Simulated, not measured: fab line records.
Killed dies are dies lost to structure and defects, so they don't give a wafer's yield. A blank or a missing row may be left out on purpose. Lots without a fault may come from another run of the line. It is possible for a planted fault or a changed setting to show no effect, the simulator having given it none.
Chamber matching	flow n5_finfet	cvd_co-02 running N5_BEOL_M4_PRE_CLEAN_60: 3 sister chambers
The step time 15 s. 3 wafers are shown with their chamber, then 12 later ones without.

WAFERS PAIRED WITH THEIR CHAMBERS
wafer	chamber	heater_power_w (W)
L087.5	1	134
L091.1	2	115
L091.4	0	89

WAFERS WITHOUT THEIR CHAMBER
wafer	heater_power_w (W)
L090.2	88
L090.4	113
L090.5	113
L092.1	89
L092.4	116
L092.6	114
L097.1	89
L097.2	127
L097.4	88
L095.2	89
L095.3	128
L095.5	91

WHICH CHAMBER EACH ONE RAN IN
wafer	from the rows above	in truth
L090.2	0	0
L090.4	2	2
L090.5	2	2
L092.1	0	0
L092.4	2	2
L092.6	2	2
L097.1	0	0
L097.2	can't be placed: 1 or 2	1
L097.4	0	0
L095.2	0	0
L095.3	1	1
L095.5	0	0
Correct placement for 11 of the 12. Not placeable from these rows: 1 (in 1, the candidates include the true chamber). 0 placed wrongly.
How it was worked out, from the rows above alone: a wafer's distance from a chamber is the root of the sum, over the readings, of the square of ((its reading less the chamber's mean) divided by the reading's scatter). If the next closest chamber is less than 2 further off than the closest, the wafer can't be placed; otherwise it belongs to the closest. For every chamber, the mean is computed from those of its wafers that are shown. The scatter (one wafer shown for each chamber): square how far every hidden wafer sits from the nearest shown wafer, average those squares and take the square root.
